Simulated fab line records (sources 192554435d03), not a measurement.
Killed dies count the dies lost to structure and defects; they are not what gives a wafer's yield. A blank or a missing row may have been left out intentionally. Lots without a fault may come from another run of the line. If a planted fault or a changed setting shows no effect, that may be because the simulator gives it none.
fab line records	flow n5-finfet
record lots=7	wafers=39
route steps=1938 shown FIN_SAQP@99 SDB@373 BEOL_M1@800 BEOL_M4@1059 BEOL_M9@1419 BEOL_M13@1705
start-h: hours from the record's opening day to when the first of the lot's shown wafers began	wait-h: how many hours have passed since the lot's step before this one	" the same as in the row above	L1.1+2: a row that stands for several wafers	- either no value or no given start	* or withheld: withheld	< > ~ a bound
route shown NAME@n: names a module that has steps shown in the file, with the first one's number in the route	usual: average and standard deviation across the fault-free wafers	same: alike in all rows	chamber/n: place in a boat	sites: readings site by site	_std_site: how widely they spread, as a standard deviation	_edge_site: mean of outer sites minus mean of inner sites	radius-mm: how far each site lies from the wafer's centre	mask NAME#n: copy n	behind: the last tool/chamber to shape the wafer	hold: why the lot went on hold/how many hours it stayed there/how the hold came to an end	device: whichever transistor did not switch (one of n, p or np)	end of line: at the end of the route, the tests of the same wafers	a step without rows: its recipe alone	killed: dies lost to structure and defects at the first sort, not the wafer's yield	map: dies across one wafer; x = killed, . = not, _ = none there
set.NAME: setting as actually run; set.NAME@STEP: the setting as run at that earlier step	model.NAME: the simulator's own value behind a step, which no gauge read
lots where settings were altered on purpose, with a table for each step and a row for each wafer
## steps
# step N5_FIN_SAQP_PECVD_48
# recipe material=SiNx	target-thk-a=250	temp-c=400	precursor=SiH4/NH3/N2	pressure-torr=1.5	rf-w=300	time-s=22.1
lot.wafer	tool	chamber	start-h	wait-h	set.time-s	model.SiNx_of_FIN_SAQP_PECVD_48.thk-nm
L076.1	pecvd-04	0	33.62	0.0	22.1	24.23
L076.2	"	1	"	"	22.1	24.83
L076.3	"	2	"	"	22.1	24.61
L076.4	"	2	"	"	22.1	24.81
L076.5	"	0	"	"	22.1	24.67
L076.6	"	1	"	"	22.1	24.91
L079.1	pecvd-04	0	51.28	0.0	12.81	14.19
L079.2	"	2	"	"	12.81	14.28
L079.3	"	1	"	"	22.1	24.68
L079.4	"	1	"	"	22.1	25.32
L079.5	"	2	"	"	22.1	24.99
L079.6	"	0	"	"	12.81	14.39
L080.3	pecvd-01	1	57.93	0.0	22.1	25
L080.4	"	0	"	"	22.1	25.59
L080.6	"	1	"	"	22.1	25.43
L082.1	pecvd-03	1	69.59	0.0	22.1	24.85
L082.2	"	0	"	"	22.1	25.03
L082.3	"	2	"	"	22.1	24.83
L082.4	"	1	"	"	14.78	16.86
L082.5	"	0	"	"	14.78	16.95
L082.6	"	2	"	"	14.78	17.01
L086.1	pecvd-03	0	93.14	0.0	22.1	24.88
L086.2	"	2	"	"	14.73	16.63
L086.3	"	1	"	"	14.73	16.74
L086.4	"	1	"	"	14.73	16.75
L086.5	"	2	"	"	22.1	25.2
L086.6	"	0	"	"	22.1	25.43
L088.1	pecvd-03	1	104.66	0.0	22.1	25.14
L088.2	"	2	"	"	22.1	25.18
L088.3	"	0	"	"	22.1	25.1
L088.4	"	2	"	"	29.39	33.76
L088.5	"	0	"	"	29.39	33.27
L088.6	"	1	"	"	29.39	33.55
L093.1	pecvd-03	1	134.83	0.0	22.1	24.55
L093.2	"	0	"	"	22.1	24.74
L093.3	"	2	"	"	22.1	24.64
L093.4	"	1	"	"	30.96	34.86
L093.5	"	0	"	"	30.96	35.27
L093.6	"	2	"	"	30.96	34.8
# step N5_FIN_SAQP_PECVD_06
# recipe material=a-Si	target-thk-a=600	temp-c=400	precursor=SiH4/He	pressure-torr=3	rf-w=100	time-s=48.1
# step N5_FIN_SAQP_MANDREL1_REMOVE_56
# recipe chemistry=HBr/Cl2/O2	bt-time-s=10	target=a-Si	stop-on=SiNx	endpoint=OES-SiCl	over-etch-frac=1	icp-w=600	bias-w=22	HBr_flow_sccm=150	Cl2_flow_sccm=80	O2_flow_sccm=5	pressure-mtorr=10
# step N5_FIN_SAQP_ETCH_57
# recipe chemistry=CH3F/O2	target=SiNx	mask-material=SiO2	target-depth-a=325	time-s=46.4	pressure-mtorr=30	source-w=395	bias-w=73	Ar_flow_sccm=150	CH3F_flow_sccm=30	O2_flow_sccm=20	ion-energy-ev=120	ends=cleared
# usual etch-rf-on-time-s=46.1/0.96
lot.wafer	tool	chamber	start-h	wait-h	set.time-s@FIN_SAQP_PECVD_48	etch-rf-on-time-s	model.etch.depth-nm
L076.1	rie-diel-06	3	36.50	0.2	22.1	45.6	24.23
L076.2	"	2	"	"	22.1	45.1	24.83
L076.3	"	1	"	"	22.1	44.3	24.61
L076.4	"	3	"	"	22.1	45.9	24.47
L076.5	"	1	"	"	22.1	44.2	24.67
L076.6	"	2	"	"	22.1	45.1	24.57
L079.1	rie-diel-01	3	54.08	0.0	12.81	26.7	14.19
L079.2	"	1	"	"	12.81	26.7	14.28
L079.3	"	0	"	"	22.1	45.8	24.33
L079.4	"	3	"	"	22.1	47.7	25.32
L079.5	"	0	"	"	22.1	46.1	24.65
L079.6	"	1	"	"	12.81	26.8	14.39
L080.3	rie-diel-03	2	60.82	0.1	22.1	46.1	25
L080.4	"	3	"	"	22.1	46.2	25.59
L080.6	"	3	"	"	22.1	45.7	25.43
L082.1	rie-diel-03	0	72.99	0.2	22.1	46.8	24.85
L082.2	"	2	"	"	22.1	45.9	25.03
L082.3	"	3	"	"	22.1	44.2	24.83
L082.4	"	1	"	"	14.78	30.9	16.81
L082.5	"	2	"	"	14.78	31.3	16.95
L082.6	"	3	"	"	14.78	30.5	17.01
L086.1	rie-diel-01	3	96.30	0.1	22.1	46.6	24.88
L086.2	"	0	"	"	14.73	31.1	16.63
L086.3	"	2	"	"	14.73	31.1	16.74
L086.4	"	1	"	"	14.73	31.1	16.7
L086.5	"	2	"	"	22.1	46.5	25.2
L086.6	"	3	"	"	22.1	47.7	25.43
L088.1	rie-diel-06	1	107.63	0.0	22.1	45.8	25.14
L088.2	"	2	"	"	22.1	47.1	25.18
L088.3	"	0	"	"	22.1	46.3	25.05
L088.4	"	3	"	"	29.39	60.9	33.76
L088.5	"	3	"	"	29.39	59.6	33.27
L088.6	"	2	"	"	29.39	63.3	33.55
L093.1	rie-diel-01	2	137.91	0.1	22.1	45.3	24.51
L093.2	"	1	"	"	22.1	45.5	24.52
L093.3	"	3	"	"	22.1	46.1	24.64
L093.4	"	0	"	"	30.96	64.9	34.72
L093.5	"	0	"	"	30.96	65.3	35.24
L093.6	"	1	"	"	30.96	64.2	34.8
# step N5_SDB_ALD_29
# recipe material=SiNx	target-thk-a=300	temp-c=400	ald-precursor-family=SiH2I2	ald-co-reactant=N2/H2-plasma	pulse-time-s=1	ald-cycles=600	purge-time-s=2	co-reactant-purge-time-s=2	pressure-torr=2
lot.wafer	tool	chamber	start-h	wait-h	set.ald-cycles	model.SiNx_of_SDB_ALD_29.thk-nm
L076.1+5	ald-sin-01	1,2	86.33	0.0	939	47
L076.2+4	"	2,0	"	"	600	30
L076.3	"	3	"	"	600	30.2
L076.6	"	1	87.69	1.4	939	46.8
L079.1+2+4	ald-sin-04	0,1,2	101.23	0.3	930	46.6
L079.3+5	"	3,2	"	"	600	30
L079.6	"	3	102.58	1.6	600	29.8
L080.3	ald-sin-03	3	108.71	0.0	600	30.2
L080.4+6	"	0,2	"	"	600	30
L082.1	ald-sin-04	2	124.63	0.0	922	46.4
L082.2+6	"	3	"	"	600	30.2
L082.3+4	"	0,1	"	"	922	46.2
L082.5	"	0	125.98	1.4	600	30
L086.1	ald-sin-03	0	143.57	0.0	274	13.6
L086.2+3	"	2,3	"	"	274	13.8
L086.4	"	1	"	"	600	30
L086.5	"	3	144.92	1.4	600	29.8
L086.6	"	2	"	"	600	30.2
L088.1+5	ald-sin-03	3,0	152.64	0.0	887	44.2
L088.2	"	0	"	"	600	29.8
L088.3+6	"	1	"	"	600	30
L088.4	"	2	"	"	887	44.6
L093.1+5+6	ald-sin-03	0,2,3	182.41	0.0	600	30
L093.2+3+4	"	2,1,3	"	"	600	30.2
# step N5_BEOL_M1_TRENCH_ETCH_37
# recipe chemistry=C4F6/O2	target-depth-a=552.07	target=SiOC	time-s=29	ion-energy-ev=250	pressure-mtorr=30	source-w=355	bias-w=185	Ar_flow_sccm=300	C4F6_flow_sccm=10	O2_flow_sccm=10
lot.wafer	tool	chamber	start-h	wait-h	set.time-s	model.BEOL_M1.feature-depth-nm	model.etch.depth-nm	model.TiN_of_BEOL_M1_HM_DEP_02.thk-nm
L076.1	rie-diel-05	2	-	-	29	54.6	54.67	17.6
L076.2	"	3	"	"	29	52.6	52.68	17.8
L076.3	"	0	"	"	13.63	25.4	25.42	18.8
L076.4	"	1	"	"	29	55.4	55.31	17.6
L076.5	"	3	"	"	13.63	25.2	25.22	18.8
L076.6	"	0	"	"	13.63	25.6	25.51	18.8
L079.1	rie-diel-05	2	-	-	24.36	46.8	46.73	17.8
L079.2	"	0	"	"	24.36	46.2	46.23	17.8
L079.3	"	3	"	"	24.36	45.2	45.18	17.8
L079.4	"	1	"	"	29	55.6	55.65	17.8
L079.5	"	0	"	"	29	54.6	54.63	17.8
L079.6	"	3	"	"	29	54.2	54.28	17.4
L080.3	rie-diel-05	1	-	-	29	55.4	55.44	17.8
L080.4	"	0	"	"	29	54.4	54.4	17.8
L080.6	"	2	"	"	29	55.6	55.68	17.6
L082.1	rie-diel-02	1	-	-	29	53.6	53.53	17.6
L082.2	"	0	"	"	37.35	71.6	71.55	17.2
L082.3	"	1	"	"	29	53	52.98	18
L082.4	"	0	"	"	37.35	71.4	71.43	17.2
L082.5	"	1	"	"	29	53.4	53.4	18
L082.6	"	0	"	"	37.35	71	71.06	17.2
L086.1	rie-diel-05	1	-	-	29	55.2	55.16	17.4
L086.2	"	3	"	"	29	53.8	53.76	17.6
L086.3	"	0	"	"	29	54.2	54.28	17.8
L086.4	"	2	"	"	29	55.8	55.85	17.4
L086.5	"	0	"	"	29	54.4	54.31	17.4
L086.6	"	1	"	"	29	55.2	55.18	17.6
L088.1	rie-diel-04	2	-	-	29	56.8	56.84	17.6
L088.2	"	3	"	"	29	56.2	56.24	18
L088.3	"	0	"	"	29	56.2	56.13	17.6
L088.4	"	1	"	"	29	56.4	56.42	17.6
L088.5	"	3	"	"	29	56.4	56.35	17.6
L088.6	"	0	"	"	29	55.8	55.74	18
L093.1	rie-diel-05	1	-	-	44.7	85	85.08	16.4
L093.2	"	3	"	"	29	53.8	53.74	17.4
L093.3	"	0	"	"	44.7	84.2	84.16	16.4
L093.4	"	1	"	"	29	55.2	55.29	17.2
L093.5	"	3	"	"	29	53.6	53.61	17.6
L093.6	"	0	"	"	44.7	84.6	84.52	16.2
# step N5_BEOL_M1_ETCH_41
# recipe chemistry=CH3F/O2	target=SiCN	target-depth-a=319	taper-deg=2	time-s=57.8	ion-energy-ev=120	mask-material=TiN	pressure-mtorr=30	source-w=395	bias-w=75	Ar_flow_sccm=150	CH3F_flow_sccm=30	O2_flow_sccm=20
# step N5_BEOL_M1_STRIP_97
# recipe chemistry=N2/H2	time-s=10	power-w=450	temp-c=40	pressure-mtorr=20	rf-frequency-hz=6e+07	bias-power-w=7	n2-flow-sccm=200	h2-flow-sccm=200
# step N5_BEOL_M1_OCD_MEAS_38
# usual trench-depth-nm=55.0/1
lot.wafer	tool	chamber	start-h	wait-h	set.time-s@BEOL_M1_TRENCH_ETCH_37	trench-depth-nm
L076.1	ocd-02	-	139.56	-	29	55.0
L076.2	"	-	"	"	29	53.1
L076.3	"	-	"	"	13.63	25.2
L076.4	"	-	"	"	29	55.3
L076.5	"	-	"	"	13.63	24.8
L076.6	"	-	"	"	13.63	25.1
L079.1	ocd-01	-	159.92	-	24.36	46.8
L079.2	"	-	"	"	24.36	46.3
L079.3	"	-	"	"	24.36	44.9
L079.4	"	-	"	"	29	55.7
L079.5	"	-	"	"	29	54.5
L079.6	"	-	"	"	29	54.5
L080.3	ocd-02	-	176.78	-	29	55.5
L080.4	"	-	"	"	29	54.9
L080.6	"	-	"	"	29	55.3
L082.1	ocd-02	-	181.15	-	29	53.3
L082.2	"	-	"	"	37.35	71.2
L082.3	"	-	"	"	29	53.1
L082.4	"	-	"	"	37.35	71.3
L082.5	"	-	"	"	29	53.2
L082.6	"	-	"	"	37.35	70.8
L086.1	ocd-01	-	207.50	-	29	55.4
L086.2	"	-	"	"	29	54.6
L086.3	"	-	"	"	29	54.3
L086.4	"	-	"	"	29	56.1
L086.5	"	-	"	"	29	54.4
L086.6	"	-	"	"	29	55.2
L088.1	ocd-02	-	208.19	-	29	56.8
L088.2	"	-	"	"	29	55.9
L088.3	"	-	"	"	29	56.5
L088.4	"	-	"	"	29	56.5
L088.5	"	-	"	"	29	56.6
L088.6	"	-	"	"	29	55.5
L093.1	ocd-01	-	237.37	-	44.7	84.7
L093.2	"	-	"	"	29	53.7
L093.3	"	-	"	"	44.7	84.4
L093.4	"	-	"	"	29	55.4
L093.5	"	-	"	"	29	53.3
L093.6	"	-	"	"	44.7	84.7
# step N5_BEOL_M4_DESCUM_33
# recipe chemistry=O2	time-s=7	source-power-w=50	bias-power-w=20	pressure-mtorr=20	rf-frequency-hz=2.712e+07	temp-c=40	resist=CAR-EUV	o2-flow-sccm=225
lot.wafer	tool	chamber	start-h	wait-h	set.time-s	model.CAR-EUV_of_BEOL_M4_COAT_22.thk-nm
L076.1	rie-diel-06	0	181.22	1.2	4.538	27.2
L076.2+6	"	1	"	"	7	26
L076.3+5	"	3	"	"	4.538	27.4
L076.4	"	0	"	"	7	26.2
L079.1+4+6	rie-diel-06	3,0,0	193.90	0.0	7	26
L079.2+5	"	1	"	"	5.39	26.8
L079.3	"	2	"	"	5.39	27
L080.3+4+6	rie-diel-03	0,2,2	203.75	0.0	7	26
L082.1+2	rie-diel-01	3,0	203.99	0.0	9.914	24.6
L082.3	"	2	"	"	9.914	24.8
L082.4+5+6	"	1,2,1	"	"	7	26
L086.1+2+4	rie-diel-06	3,0,2	232.14	0.2	7	26
L086.3+5+6	"	1,2,3	"	"	3.249	27.8
L088.1+2+4	rie-diel-01	0,2,1	240.12	0.0	7	26
L088.3+6	"	3,1	"	"	3.18	28
L088.5	"	0	"	"	3.18	27.8
L093.1+2+5	rie-diel-01	0,1,0	279.54	0.1	5.622	26.6
L093.3+4+6	"	2,3,3	"	"	7	26
# step N5_BEOL_M4_ETCH_77
# recipe chemistry=N2/H2	target=underlayer	target-depth-a=65	mask-material=CAR-EUV	time-s=5.2	ion-energy-ev=200	pressure-mtorr=30	source-w=840	bias-w=150	n2-flow-sccm=200	h2-flow-sccm=200	ends=cleared
# step N5_BEOL_M4_ETCH_69
# recipe chemistry=CF4	target=SiARC	target-depth-a=156	mask-material=CAR-EUV	time-s=26	ion-energy-ev=80	pressure-mtorr=40	source-w=545	bias-w=36	Ar_flow_sccm=100	cf4-flow-sccm=100	ends=cleared
# step N5_BEOL_M4_ALD_98
# recipe material=SiO2	target-thk-a=25	temp-c=100	ald-precursor-family=BDEAS	ald-co-reactant=O2-plasma	pulse-time-s=1	co-reactant-pulse-time-s=1	purge-time-s=2	co-reactant-purge-time-s=2	ald-cycles=17	pressure-torr=2
# step N5_BEOL_M4_ETCHBACK_99
# recipe chemistry=CHF3	target=SiO2	target-depth-a=50	time-s=10.4	source-w=215	bias-w=47	Ar_flow_sccm=200	CHF3_flow_sccm=12	ion-energy-ev=100	pressure-mtorr=30
lot.wafer	tool	chamber	start-h	wait-h	set.time-s@BEOL_M4_DESCUM_33	model.CAR-EUV_of_BEOL_M4_COAT_22.thk-nm
L076.1+3	rie-diel-01	1,2	181.91	0.5	4.538	11.6
L076.2+4+6	"	3,0,3	"	"	7	10.4
L076.5	"	2	"	"	4.538	11.8
L079.1+4+6	rie-diel-01	1,0,3	200.73	6.6	7	10.4
L079.2	"	2	"	"	5.39	11
L079.3+5	"	3,2	"	"	5.39	11.2
L080.3+4+6	rie-diel-01	3,2,0	204.47	0.5	7	10.4
L082.1	rie-diel-03	3	204.59	0.4	9.914	9
L082.2	"	0	"	"	9.914	8.8
L082.3	"	2	"	"	9.914	9.2
L082.4+5+6	"	1,3,0	"	"	7	10.4
L086.1+2+4	rie-diel-03	0,2,1	233.62	1.3	7	10.2
L086.3+5	"	3	"	"	3.249	12
L086.6	"	2	"	"	3.249	12.2
L088.1+2	rie-diel-01	3,0	249.79	9.4	7	10.4
L088.3+5	"	2,3	"	"	3.18	12.2
L088.4	"	1	"	"	7	10.2
L088.6	"	2	"	"	3.18	12.4
L093.1	rie-diel-06	2	282.78	2.9	5.622	10.8
L093.2+5	"	3,1	"	"	5.622	11
L093.3+4+6	"	1,0,0	"	"	7	10.4
# step N5_BEOL_M9_ETCH_62
# recipe chemistry=N2/H2	target=SOC	target-depth-a=1100	overetch-a=220	mask-material=SiARC	temp-c=40	time-s=165	ion-energy-ev=200	pressure-mtorr=30	source-w=840	bias-w=150	n2-flow-sccm=200	h2-flow-sccm=200
lot.wafer	tool	chamber	start-h	wait-h	set.time-s	model.etch.depth-nm	model.SiARC_of_BEOL_M9_COAT_60.thk-nm
L076.1	rie-diel-04	0	224.52	0.0	165	99.92	23.4
L076.2	"	1	"	"	165	100.1	23.4
L076.3	"	3	"	"	165	100	23.2
L076.4	"	2	"	"	165	100.2	23.2
L076.5	"	3	"	"	165	99.97	23.4
L076.6	"	2	"	"	165	100.1	23.2
L079.1	rie-diel-04	3	248.30	0.0	222.3	99.83	21.2
L079.2	"	2	"	"	222.3	99.93	20.8
L079.3+4	"	0,1	"	"	165	100.3	23.4
L079.5	"	0	"	"	222.3	100	21.2
L079.6	"	1	"	"	165	100.3	23.6
L080.3	rie-diel-05	0	251.72	0.0	165	99.94	23.8
L080.4	"	1	"	"	165	100.1	23.6
L080.6	"	3	"	"	165	99.78	23.6
L082.1	rie-diel-02	2	253.90	0.0	110.6	86.83	25.8
L082.2	"	3	"	"	110.6	88.4	25.6
L082.3	"	0	"	"	165	99.68	23.6
L082.4	"	0	"	"	110.6	87.6	25.6
L082.5	"	3	"	"	165	99.81	23.4
L082.6	"	2	"	"	165	99.86	23.6
L086.1	rie-diel-04	1	287.11	0.0	165	100	23.4
L086.2	"	2	"	"	108	89.24	25.6
L086.3	"	3	"	"	108	86.7	25.8
L086.4	"	0	"	"	165	99.83	23.4
L086.5	"	3	"	"	165	99.67	23.4
L086.6	"	0	"	"	108	89.64	25.6
L088.1	rie-diel-05	2	295.65	0.0	165	99.77	23.4
L088.2	"	0	"	"	139.7	100.4	24.8
L088.3	"	1	"	"	139.7	100	24.4
L088.4	"	3	"	"	139.7	100.1	24.6
L088.5	"	1	"	"	165	100.1	23.4
L088.6	"	2	"	"	165	100.3	23.6
L093.1	rie-diel-04	0	327.56	0.0	165	99.92	23.2
L093.2	"	1	"	"	83.96	69.63	26.6
L093.3	"	2	"	"	165	100.2	23.2
L093.4	"	3	"	"	165	100.1	23.4
L093.5	"	0	"	"	83.96	70.43	26.4
L093.6	"	3	"	"	83.96	68.51	26.6
# step N5_BEOL_M13_SPUTTER_43
# recipe material=TaN	target-thk-a=150	temp-c=50	bias-v=168.6	power-w=15000	chamber-pressure-pa=0.12	time-s=24.19
lot.wafer	tool	chamber	start-h	wait-h	set.time-s	model.TaN_of_BEOL_M13_SPUTTER_43.thk-nm
L076.1+2+3+4	pvd-sputter-02	-	258.09	0.0	24.19	14.8
L076.5	"	-	"	"	24.19	15
L076.6	"	-	"	"	24.19	14.6
L079.1+5+6	pvd-sputter-02	-	279.11	0.0	24.19	14.8
L079.2+3	"	-	"	"	19.19	11.6
L079.4	"	-	"	"	19.19	11.8
L080.3+4+6	pvd-sputter-01	-	284.03	0.0	24.19	15.2
L082.1+3+6	pvd-sputter-03	-	291.25	0.0	24.19	15.2
L082.2+4+5	"	-	"	"	31.14	19.4
L086.1	pvd-sputter-03	-	318.91	0.0	24.19	15.2
L086.2+3	"	-	"	"	33.88	21
L086.4	"	-	"	"	24.19	14.8
L086.5	"	-	"	"	33.88	21.2
L086.6	"	-	"	"	24.19	15
L088.1+2+3+4	pvd-sputter-02	-	326.32	0.0	24.19	14.8
L088.5	"	-	"	"	24.19	14.6
L088.6	"	-	"	"	24.19	15
L093.1+3+6	pvd-sputter-02	-	362.36	0.0	24.19	14.8
L093.2	"	-	"	"	24.19	15
L093.4+5	"	-	"	"	24.19	14.6
# step N5_BEOL_M13_SPUTTER_44
# recipe material=Ta	target-thk-a=100	temp-c=50	bias-v=80	power-w=15000	chamber-pressure-pa=0.07	time-s=16.13
# step N5_BEOL_M13_SPUTTER_45
# recipe material=Cu	target-thk-a=800	temp-c=-20	bias-v=60	power-w=26000	chamber-pressure-pa=0.13	time-s=13.33
# step N5_BEOL_M13_ECD_47
# recipe material=Cu	target-thk-a=9360
# step N5_BEOL_M13_ANNEAL_48
# recipe temp-c=225	time-s=90	ambient=N2
# step N5_BEOL_M13_CMP_49
# recipe stop-on=SiOC	t-overpolish-s=17.1	down-force-psi=1	platen-rpm=50	clearing-platen-down-force-psi=1.5	clearing-platen-rpm=50	post-cmp-clean=cu-alkaline	target-thk-nm=420	clearing-platen-pad-velocity-m-s=0.99484	pad-velocity-m-s=0.99484
# usual barrier-field-endpoint-s=30.1/1
lot.wafer	tool	chamber	start-h	wait-h	set.time-s@BEOL_M13_SPUTTER_43	barrier-field-endpoint-s
L076.2	cmp-02	2	258.88	0.2	24.19	29.0
L076.1	"	3	"	"	24.19	29.0
L076.4	"	0	"	"	24.19	29.6
L076.3	"	1	"	"	24.19	28.7
L076.5	"	2	"	"	24.19	29.6
L076.6	"	3	"	"	24.19	28.9
L079.1	cmp-01	0	279.96	0.3	24.19	30.1
L079.4	"	1	"	"	19.19	27.0
L079.3	"	2	"	"	19.19	26.3
L079.2	"	3	"	"	19.19	25.1
L079.6	"	0	"	"	24.19	30.0
L079.5	"	1	"	"	24.19	31.0
L080.3	cmp-01	3	285.23	0.2	24.19	28.7
L080.4	"	2	"	"	24.19	30.5
L080.6	"	0	"	"	24.19	30.6
L082.4	cmp-01	1	292.13	0.3	31.14	36.0
L082.1	"	2	"	"	24.19	30.5
L082.3	"	3	"	"	24.19	29.5
L082.2	"	0	"	"	31.14	35.8
L082.5	"	1	"	"	31.14	36.4
L082.6	"	2	"	"	24.19	30.5
L086.1	cmp-01	3	320.58	0.3	24.19	30.5
L086.3	"	0	"	"	33.88	39.3
L086.4	"	1	"	"	24.19	32.2
L086.2	"	2	"	"	33.88	38.9
L086.5	"	3	"	"	33.88	38.5
L086.6	"	0	"	"	24.19	31.7
L088.4	cmp-02	1	327.27	0.1	24.19	29.8
L088.1	"	2	"	"	24.19	29.0
L088.3	"	3	"	"	24.19	29.5
L088.2	"	0	"	"	24.19	30.4
L088.5	"	1	"	"	24.19	29.0
L088.6	"	2	"	"	24.19	30.4
L093.4	cmp-03	2	363.19	0.1	24.19	30.5
L093.1	"	3	"	"	24.19	29.5
L093.3	"	0	"	"	24.19	30.3
L093.2	"	1	"	"	24.19	29.9
L093.5	"	2	"	"	24.19	30.0
L093.6	"	3	"	"	24.19	29.9
## key
split step=N5_FIN_SAQP_PECVD_48	setting=time-s	stated=22.1	by=wafer
response step=N5_FIN_SAQP_PECVD_48	reading=model.SiNx_of_FIN_SAQP_PECVD_48.thk-nm	change=+0.253	per=1%	r=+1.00
response step=N5_FIN_SAQP_ETCH_57	reading=etch-rf-on-time-s	change=*	per=1%	r=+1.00
response step=N5_FIN_SAQP_ETCH_57	reading=model.etch.depth-nm	change=+0.252	per=1%	r=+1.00
split step=N5_SDB_ALD_29	setting=ald-cycles	stated=600	by=wafer
response step=N5_SDB_ALD_29	reading=model.SiNx_of_SDB_ALD_29.thk-nm	change=+0.3	per=1%	r=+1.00
split step=N5_BEOL_M1_TRENCH_ETCH_37	setting=time-s	stated=29	by=wafer
response step=N5_BEOL_M1_TRENCH_ETCH_37	reading=model.BEOL_M1.feature-depth-nm	change=+0.561	per=1%	r=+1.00
response step=N5_BEOL_M1_TRENCH_ETCH_37	reading=model.etch.depth-nm	change=+0.562	per=1%	r=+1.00
response step=N5_BEOL_M1_TRENCH_ETCH_37	reading=model.TiN_of_BEOL_M1_HM_DEP_02.thk-nm	change=-0.0204	per=1%	r=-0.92
response step=N5_BEOL_M1_OCD_MEAS_38	reading=trench-depth-nm	change=+0.566	per=1%	r=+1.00
split step=N5_BEOL_M4_DESCUM_33	setting=time-s	stated=7	by=wafer
response step=N5_BEOL_M4_DESCUM_33	reading=model.CAR-EUV_of_BEOL_M4_COAT_22.thk-nm	change=-0.0343	per=1%	r=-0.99
response step=N5_BEOL_M4_ETCHBACK_99	reading=model.CAR-EUV_of_BEOL_M4_COAT_22.thk-nm	change=-0.0345	per=1%	r=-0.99
split step=N5_BEOL_M9_ETCH_62	setting=time-s	stated=165	by=wafer
response step=N5_BEOL_M9_ETCH_62	reading=model.etch.depth-nm	shape=bent	at-lowest=69.52	at-stated=100	at-highest=99.93
response step=N5_BEOL_M9_ETCH_62	reading=model.SiARC_of_BEOL_M9_COAT_60.thk-nm	change=-0.0668	per=1%	r=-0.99
split step=N5_BEOL_M13_SPUTTER_43	setting=time-s	stated=24.19	by=wafer
response step=N5_BEOL_M13_SPUTTER_43	reading=model.TaN_of_BEOL_M13_SPUTTER_43.thk-nm	change=+0.15	per=1%	r=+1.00
response step=N5_BEOL_M13_CMP_49	reading=barrier-field-endpoint-s	change=+0.194	per=1%	r=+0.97
